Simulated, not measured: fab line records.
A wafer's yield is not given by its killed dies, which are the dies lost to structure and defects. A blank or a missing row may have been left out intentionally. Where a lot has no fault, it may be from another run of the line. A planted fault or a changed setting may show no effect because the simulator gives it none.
Chamber matching / flow n5_finfet / N5_BEOL_M10_DESCUM_16 on rie_diel-04 has 4 sister chambers
The step chemistry O2, time 7.9 s. 16 wafers are shown with their chamber, then 8 later ones without.

== EACH WAFER AND ITS CHAMBER ==
wafer=L075.4; chamber=2; showerhead_plenum_p_Torr (Torr)=2.06; drypump_motor_current_A (A)=5.4; throttle_valve_pct (%)=20.26
wafer=L075.5; chamber=3; showerhead_plenum_p_Torr (Torr)=2.05; drypump_motor_current_A (A)=6.0; throttle_valve_pct (%)=20.22
wafer=L075.6; chamber=2; showerhead_plenum_p_Torr (Torr)=2.06; drypump_motor_current_A (A)=5.4; throttle_valve_pct (%)=20.26
wafer=L077.1; chamber=3; showerhead_plenum_p_Torr (Torr)=2.04; drypump_motor_current_A (A)=6.0; throttle_valve_pct (%)=20.23
wafer=L077.2; chamber=1; showerhead_plenum_p_Torr (Torr)=2.13; drypump_motor_current_A (A)=5.5; throttle_valve_pct (%)=20.50
wafer=L077.3; chamber=0; showerhead_plenum_p_Torr (Torr)=2.00; drypump_motor_current_A (A)=5.9; throttle_valve_pct (%)=20.30
wafer=L077.4; chamber=2; showerhead_plenum_p_Torr (Torr)=2.06; drypump_motor_current_A (A)=5.4; throttle_valve_pct (%)=20.27
wafer=L077.5; chamber=3; showerhead_plenum_p_Torr (Torr)=2.04; drypump_motor_current_A (A)=6.0; throttle_valve_pct (%)=20.23
wafer=L077.6; chamber=2; showerhead_plenum_p_Torr (Torr)=2.06; drypump_motor_current_A (A)=5.4; throttle_valve_pct (%)=20.26
wafer=L079.1; chamber=3; showerhead_plenum_p_Torr (Torr)=2.04; drypump_motor_current_A (A)=6.0; throttle_valve_pct (%)=20.23
wafer=L079.2; chamber=0; showerhead_plenum_p_Torr (Torr)=2.00; drypump_motor_current_A (A)=5.9; throttle_valve_pct (%)=20.30
wafer=L079.6; chamber=0; showerhead_plenum_p_Torr (Torr)=2.00; drypump_motor_current_A (A)=5.9; throttle_valve_pct (%)=20.30
wafer=L082.1; chamber=0; showerhead_plenum_p_Torr (Torr)=1.99; drypump_motor_current_A (A)=5.9; throttle_valve_pct (%)=20.33
wafer=L082.3; chamber=1; showerhead_plenum_p_Torr (Torr)=2.13; drypump_motor_current_A (A)=5.4; throttle_valve_pct (%)=20.52
wafer=L082.4; chamber=3; showerhead_plenum_p_Torr (Torr)=2.04; drypump_motor_current_A (A)=6.0; throttle_valve_pct (%)=20.25
wafer=L087.3; chamber=3; showerhead_plenum_p_Torr (Torr)=2.04; drypump_motor_current_A (A)=6.0; throttle_valve_pct (%)=20.27

SIGNATURES, as means of the wafers listed above
reading=showerhead_plenum_p_Torr; chamber 0=1.9975; chamber 1=2.1300; chamber 2=2.0600; chamber 3=2.0417; scatter within a chamber=0.00363
reading=drypump_motor_current_A; chamber 0=5.900; chamber 1=5.450; chamber 2=5.400; chamber 3=6.000; scatter within a chamber=0.0204
reading=throttle_valve_pct; chamber 0=20.3075; chamber 1=20.5100; chamber 2=20.2625; chamber 3=20.2383; scatter within a chamber=0.0148
Rule: for a wafer and a chamber, the distance is found by dividing, reading by reading, the gap between the wafer's reading and the chamber's mean by the reading's scatter, squaring, summing and taking the root. If the next closest chamber is less than 2 further off than the closest, the wafer can't be placed; otherwise it belongs to the closest. The scatter: the root of (the sum of the squares of (reading less its chamber's mean) over the shown wafers, divided by (wafers less chambers)).

== WAFERS MISSING THEIR CHAMBER ==
wafer=L087.5; showerhead_plenum_p_Torr (Torr)=2.06; drypump_motor_current_A (A)=5.3; throttle_valve_pct (%)=20.28
wafer=L087.6; showerhead_plenum_p_Torr (Torr)=2.13; drypump_motor_current_A (A)=5.4; throttle_valve_pct (%)=20.54
wafer=L091.2; showerhead_plenum_p_Torr (Torr)=1.99; drypump_motor_current_A (A)=5.9; throttle_valve_pct (%)=20.34
wafer=L091.5; showerhead_plenum_p_Torr (Torr)=2.05; drypump_motor_current_A (A)=5.4; throttle_valve_pct (%)=20.30
wafer=L091.6; showerhead_plenum_p_Torr (Torr)=2.12; drypump_motor_current_A (A)=5.4; throttle_valve_pct (%)=20.52
wafer=L090.1; showerhead_plenum_p_Torr (Torr)=1.99; drypump_motor_current_A (A)=5.9; throttle_valve_pct (%)=20.34
wafer=L090.3; showerhead_plenum_p_Torr (Torr)=2.12; drypump_motor_current_A (A)=5.4; throttle_valve_pct (%)=20.55
wafer=L090.5; showerhead_plenum_p_Torr (Torr)=2.03; drypump_motor_current_A (A)=6.0; throttle_valve_pct (%)=20.27

== THE CHAMBER EACH PASSED THROUGH ==
wafer=L087.5; from the rows above=2; in truth=2
wafer=L087.6; from the rows above=1; in truth=1
wafer=L091.2; from the rows above=0; in truth=0
wafer=L091.5; from the rows above=2; in truth=2
wafer=L091.6; from the rows above=1; in truth=1
wafer=L090.1; from the rows above=0; in truth=0
wafer=L090.3; from the rows above=1; in truth=1
wafer=L090.5; from the rows above=3; in truth=3
8 of 8 placed correctly. Left unplaced by these rows: 0. 0 placed wrongly.
